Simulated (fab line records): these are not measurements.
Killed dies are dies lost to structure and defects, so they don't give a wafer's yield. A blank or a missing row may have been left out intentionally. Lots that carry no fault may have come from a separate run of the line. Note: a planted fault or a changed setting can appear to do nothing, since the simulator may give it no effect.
Tool commonality check | flow nand_harc | 39 wafers sampled across 13 lots

== REASON IT WAS OPENED ==
At NHARC_P_ZERO_WELL_CD_MEAS_52 the reading cd_nm is flagged on 1 of 13 lots. Wafers without a fault read 2000.4 nm, standard deviation 1.4.
Rule: a lot is flagged in two cases, either no wafer of it has a number, or all its wafers with numbers fall more than 4 standard deviations from that mean. All remaining lots are regarded as sound.

lot  | measured     | on        | cd_nm (nm), wafer by wafer | flag
L608 | day 2 11:55  | cd_sem-02 | 2001.5 1998.7 1999.9       |
L609 | day 2 21:44  | cd_sem-02 | 2002.0 1999.4 2000.4       |
L610 | day 3 07:38  | cd_sem-03 | 2000.5 2002.5 2000.2       |
L612 | day 4 03:47  | cd_sem-01 | 1999.4 2000.1 2000.6       |
L613 | day 4 13:29  | cd_sem-03 | 1999.2 2002.3 2001.2       |
L617 | day 6 05:46  | cd_sem-01 | 1960.8 1959.3 1959.3       | FLAGGED
L624 | day 9 03:30  | cd_sem-02 | 1999.6 1998.5 2000.7       |
L625 | day 9 14:19  | cd_sem-03 | 2000.7 1997.6 1999.6       |
L626 | day 9 23:30  | cd_sem-01 | 2000.4 1999.5 2001.6       |
L627 | day 10 11:51 | cd_sem-03 | 2001.5 1999.8 2001.7       |
L628 | day 10 19:36 | cd_sem-02 | 2001.8 2002.3 2000.4       |
L629 | day 11 05:29 | cd_sem-03 | 1998.8 1997.7 1998.0       |
L630 | day 11 15:45 | cd_sem-03 | 1998.3 2001.5 2001.6       |
The numbers of the flagged lots are 1959.8 nm on average: -40.6 nm against the usual, or -29 standard deviations.

== TOOL THAT RAN EACH LOT ==
2 process steps preceding the reading are held in the record, out of 1302 steps in the route. Every cell lists first the tool, next ch and the chambers used by the sampled wafers, and last the start.
lot  | flag    | NHARC_P_ZERO_WELL_ETCH_62                     | NHARC_P_ZERO_WELL_EXPOSE_49
L608 |         | rie_diel-02 ch 0,1,3, day 2 11:46 or earlier  | krf_scanner-04 ch 0, day 2 11:46
L609 |         | rie_diel-06 ch 1,2,3, day 2 21:35 or earlier  | krf_scanner-02 ch 0, day 2 21:35
L610 |         | rie_diel-04 ch 0,3, day 3 07:29 or earlier    | krf_scanner-04 ch 0, day 3 07:29
L612 |         | rie_diel-02 ch 0,3, day 4 03:37 or earlier    | krf_scanner-03 ch 0, day 4 03:37
L613 |         | rie_diel-06 ch 0,1,3, day 4 13:20 or earlier  | krf_scanner-04 ch 0, day 4 13:20
L617 | FLAGGED | rie_diel-04 ch 0,2,3, day 6 05:36 or earlier  | krf_scanner-04 ch 0, day 6 05:36
L624 |         | rie_diel-04 ch 0,2, day 9 03:21 or earlier    | krf_scanner-03 ch 0, day 9 03:21
L625 |         | rie_diel-06 ch 0,2, day 9 14:10 or earlier    | krf_scanner-04 ch 0, day 9 14:10
L626 |         | rie_diel-02 ch 1,2,3, day 9 23:20 or earlier  | krf_scanner-04 ch 0, day 9 23:20
L627 |         | rie_diel-06 ch 0,2,3, day 10 11:42 or earlier | krf_scanner-02 ch 0, day 10 11:42
L628 |         | rie_diel-02 ch 0,2,3, day 10 19:27 or earlier | krf_scanner-02 ch 0, day 10 19:27
L629 |         | rie_diel-04 ch 0,3, day 11 05:20 or earlier   | krf_scanner-04 ch 0, day 11 05:20
L630 |         | rie_diel-06 ch 2,3, day 11 15:35 or earlier   | krf_scanner-03 ch 0, day 11 15:35
These steps, and what they do:
- NHARC_P_ZERO_WELL_ETCH_62: etches the open film in CHF3/Ar, target depth 13 nm, time 6.5 s.
- NHARC_P_ZERO_WELL_EXPOSE_49: exposes mask P HVPW, target cd 2000 nm.
- NHARC_P_ZERO_WELL_CD_MEAS_52: target cd 2000 nm.

== FLAGGED OVER TOTAL, TOOL BY TOOL (the gauges that took the reading come last) ==
step                         | tool           | lots run | flagged | share of the flagged lots | sound lots run after its first flagged lot
NHARC_P_ZERO_WELL_ETCH_62    | rie_diel-02    | 4        | 0       | none                      | -
NHARC_P_ZERO_WELL_ETCH_62    | rie_diel-04    | 4        | 1       | all                       | 2 (L624,L629)
NHARC_P_ZERO_WELL_ETCH_62    | rie_diel-06    | 5        | 0       | none                      | -
NHARC_P_ZERO_WELL_EXPOSE_49  | krf_scanner-02 | 3        | 0       | none                      | -
NHARC_P_ZERO_WELL_EXPOSE_49  | krf_scanner-03 | 3        | 0       | none                      | -
NHARC_P_ZERO_WELL_EXPOSE_49  | krf_scanner-04 | 7        | 1       | all                       | 3 (L625,L626,L629)
NHARC_P_ZERO_WELL_CD_MEAS_52 | cd_sem-01      | 3        | 1       | all                       | 1 (L626)
NHARC_P_ZERO_WELL_CD_MEAS_52 | cd_sem-02      | 4        | 0       | none                      | -
NHARC_P_ZERO_WELL_CD_MEAS_52 | cd_sem-03      | 6        | 0       | none                      | -
Because NHARC_P_ZERO_WELL_ETCH_62 lacks a start for some lots, the hours and order of its lots are taken from NHARC_P_ZERO_WELL_EXPOSE_49.

== WHAT IS ALLOWED BY THE TABLE ==
All flagged lots were run by 3 table rows, namely rie_diel-04 at NHARC_P_ZERO_WELL_ETCH_62, krf_scanner-04 at NHARC_P_ZERO_WELL_EXPOSE_49, cd_sem-01 at NHARC_P_ZERO_WELL_CD_MEAS_52.
- rie_diel-04 at NHARC_P_ZERO_WELL_ETCH_62: 1 of its 4 lots flagged. Sound lots ran on it after the first flagged one (L624, L629), which a lasting fault on the whole tool wouldn't allow.
- krf_scanner-04 at NHARC_P_ZERO_WELL_EXPOSE_49: 1 of its 7 lots flagged. Sound lots ran on it after the first flagged one (L625, L626, L629), which a lasting fault on the whole tool wouldn't allow.
- cd_sem-01 at NHARC_P_ZERO_WELL_CD_MEAS_52: 1 of its 3 lots flagged. Sound lots ran on it after the first flagged one (L626), which a lasting fault on the whole tool wouldn't allow.
Every row of the table either missed a flagged lot or ran a sound lot after the first.

== WHAT THE SIMULATOR HAD PUT IN ==
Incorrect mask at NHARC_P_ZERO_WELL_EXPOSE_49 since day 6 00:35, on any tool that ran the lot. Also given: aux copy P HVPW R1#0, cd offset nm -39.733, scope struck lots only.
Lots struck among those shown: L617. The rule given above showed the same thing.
